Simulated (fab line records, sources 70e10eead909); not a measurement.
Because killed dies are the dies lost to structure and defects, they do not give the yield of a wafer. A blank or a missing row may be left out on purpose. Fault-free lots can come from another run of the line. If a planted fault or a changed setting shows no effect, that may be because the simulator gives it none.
Which tool did it? -- flow nand_harc -- 42 wafers from 14 lots sampled at 5 of the route's 1302 steps

## WHAT EACH GAUGE READ, for each wafer
NHARC_A_M0_THK_MEAS_24: measures by xrf.
lot,measured,on,thk_nm (nm)
L318,day 22 22:49,film_metro-01,115.6 115.1 112.1
L319,day 23 03:55,film_metro-02,115.8 115.6 116.0
L320,day 23 06:57,film_metro-02,112.9 114.3 114.1
L321,day 24 08:41,film_metro-02,113.1 112.2 114.4
L323,day 24 10:22,film_metro-02,115.1 111.1 111.9
L322,day 24 13:27,film_metro-02,401.6 391.4 399.4
L324,day 24 14:56,film_metro-01,400.1 401.1 398.2
L334,day 29 15:49,film_metro-02,113.1 111.4 113.7
L335,day 30 07:37,film_metro-02,115.2 113.5 113.5
L337,day 30 09:07,film_metro-02,114.0 112.3 113.6
L336,day 30 11:13,film_metro-02,109.0 113.0 112.2
L338,day 31 05:00,film_metro-02,114.4 114.3 113.8
L339,day 31 19:20,film_metro-01,113.4 113.9 115.8
L341,day 32 09:51,film_metro-02,113.3 112.2 114.4

NHARC_A_M0_INSPECT_27.
lot,measured,on,raw_defect_count
L318,day 22 22:58,defect_inspect-01,674 910 498
L319,day 23 04:05,defect_inspect-01,547 445 534
L320,day 23 07:06,defect_inspect-01,433 477 415
L321,day 24 08:50,defect_inspect-01,464 358 483
L323,day 24 10:31,defect_inspect-02,399 369 387
L322,day 24 13:37,defect_inspect-01,903 692 627
L324,day 24 15:05,defect_inspect-01,380 499 392
L334,day 29 15:59,defect_inspect-02,337 414 441
L335,day 30 07:46,defect_inspect-01,652 636 695
L337,day 30 09:17,defect_inspect-01,396 510 484
L336,day 30 11:24,defect_inspect-02,424 476 460
L338,day 31 05:10,defect_inspect-02,363 462 379
L339,day 31 19:30,defect_inspect-01,423 573 420
L341,day 32 10:01,defect_inspect-01,328 405 404

## TOOL THAT RAN EACH LOT (tool first, then ch and the chambers of the sampled wafers, then the start)
lot,NHARC_A_BLC_DEGAS_30,NHARC_A_M0_ANNEAL_30,NHARC_A_M0_CMP_23
L318,"pvd_sputter-02, day 22 18:02","rtp_anneal-01 ch 0, day 22 22:18","cmp-01 ch 2,3, day 22 22:31"
L319,"pvd_sputter-01, day 22 23:02","rtp_anneal-02 ch 0, day 23 03:19","cmp-02 ch 0,2,3, day 23 03:38"
L320,"pvd_sputter-02, day 23 01:46","rtp_anneal-02 ch 0, day 23 06:20","cmp-02 ch 1,2,3, day 23 06:38"
L321,"pvd_sputter-03, day 24 03:51","rtp_anneal-02 ch 0, day 24 08:01","cmp-04 ch 0,1,2, day 24 08:22"
L323,"pvd_sputter-01, day 24 04:53","rtp_anneal-02 ch 0, day 24 09:42","cmp-04 ch 0,2,3, day 24 10:02"
L322,"pvd_sputter-01, day 24 08:44","rtp_anneal-01 ch 0, day 24 12:47","cmp-02 ch 1,2,3, day 24 13:08"
L324,"pvd_sputter-02, day 24 10:03","rtp_anneal-02 ch 0, day 24 14:16","cmp-04 ch 0,3, day 24 14:37"
L334,"pvd_sputter-02, day 29 11:02","rtp_anneal-02 ch 0, day 29 15:16","cmp-04 ch 0,1,3, day 29 15:32"
L335,"pvd_sputter-01, day 30 02:46","rtp_anneal-02 ch 0, day 30 07:03","cmp-04 ch 0,2,3, day 30 07:19"
L337,"pvd_sputter-03, day 30 04:29","rtp_anneal-01 ch 0, day 30 08:31","cmp-02 ch 0,1,3, day 30 08:52"
L336,"pvd_sputter-01, day 30 06:30","rtp_anneal-01 ch 0, day 30 10:37","cmp-04 ch 1,2, day 30 10:55"
L338,"pvd_sputter-01, day 31 00:13","rtp_anneal-02 ch 0, day 31 04:23","cmp-01 ch 1,2,3, day 31 04:45"
L339,"pvd_sputter-01, day 31 14:37","rtp_anneal-02 ch 0, day 31 18:44","cmp-04 ch 0,1,2, day 31 19:01"
L341,"pvd_sputter-03, day 32 04:41","rtp_anneal-01 ch 0, day 32 09:15","cmp-04 ch 0,2, day 32 09:32"
- NHARC_A_BLC_DEGAS_30: time 60 s.
- NHARC_A_M0_ANNEAL_30: time 90 s.
- NHARC_A_M0_CMP_23: polishes, t overpolish 20 s, target thk 113.75 nm.

## AS READ BY THE TOOLS THEMSELVES (means over the sampled wafers that have a number; for cases with no such wafer, the mark the record gives instead)
NHARC_A_BLC_DEGAS_30.
lot,tool,heater_power_w (W)
L318,pvd_sputter-02,464
L319,pvd_sputter-01,454
L320,pvd_sputter-02,444
L321,pvd_sputter-03,442
L323,pvd_sputter-01,448
L322,pvd_sputter-01,437
L324,pvd_sputter-02,438
L334,pvd_sputter-02,477
L335,pvd_sputter-01,452
L337,pvd_sputter-03,456
L336,pvd_sputter-01,443
L338,pvd_sputter-01,445
L339,pvd_sputter-01,455
L341,pvd_sputter-03,453

NHARC_A_M0_ANNEAL_30.
lot,tool,wafer_temp_C_max
L318,rtp_anneal-01,226.7
L319,rtp_anneal-02,226.6
L320,rtp_anneal-02,226.4
L321,rtp_anneal-02,226.4
L323,rtp_anneal-02,226.5
L322,rtp_anneal-01,227.1
L324,rtp_anneal-02,226.2
L334,rtp_anneal-02,226.5
L335,rtp_anneal-02,226.1
L337,rtp_anneal-01,226.4
L336,rtp_anneal-01,226.6
L338,rtp_anneal-02,225.9
L339,rtp_anneal-02,226.6
L341,rtp_anneal-01,226.3

NHARC_A_M0_CMP_23.
lot,tool,edge_zone_pressure_frac,motor_current_A (A),slurry_filter_dp_kPa (kPa),time_to_endpoint_s (s)
L318,cmp-01,0.998,13.4,13.57,30.3
L319,cmp-02,1.000,12.3,13.62,29.3
L320,cmp-02,1.002,12.8,13.51,29.8
L321,cmp-04,0.998,13.5,13.48,27.0
L323,cmp-04,0.998,13.5,13.52,27.4
L322,cmp-02,-,-,-,-
L324,cmp-04,-,-,-,-
L334,cmp-04,0.996,13.0,13.64,30.5
L335,cmp-04,1.001,13.2,13.52,28.7
L337,cmp-02,1.000,12.0,13.43,28.8
L336,cmp-04,0.999,13.5,13.45,29.8
L338,cmp-01,1.003,12.6,13.46,28.5
L339,cmp-04,0.999,12.8,13.57,28.3
L341,cmp-04,1.001,13.3,13.37,25.9

## THE ANSWER, worked out from the rows above alone
Rule: usual is defined by the lots themselves. Put in order of their means at a reading, lots are off if they are a third of the lots or fewer, leave a main group of 4 or more, and stand apart from it by a gap of 3 or more times the standard deviation of the main group's means; of several such gaps the widest counts. If all means in a main group match to the digits the tables above print for the reading, that group is not used. Also off: a lot with no number at a reading for which 4 or more lots have one. Where the step has rows for the other lots, those lots are counted as sound. The gauges are gone through in route order, then the tools' own readings, and for those a lot's mean is taken as printed above. The first step at which some lot is off is used, and at that step the reading that is off furthest; a lot without a number counts as furthest.
Off, at NHARC_A_M0_THK_MEAS_24 on thk_nm: L322, L324. The main group has a mean of 113.6 nm with a standard deviation of 1.
If a tool, at a process step before that reading, ran all the lots that are off and no sound lot after the first of them, it fits. Not tried: the gauges at NHARC_A_M0_THK_MEAS_24; whatever is off there is also off at NHARC_A_M0_CMP_23, on other tools, and gauge error can't account for it. No candidate that was tried fits.

## WHAT WAS PUT IN BY THE SIMULATOR
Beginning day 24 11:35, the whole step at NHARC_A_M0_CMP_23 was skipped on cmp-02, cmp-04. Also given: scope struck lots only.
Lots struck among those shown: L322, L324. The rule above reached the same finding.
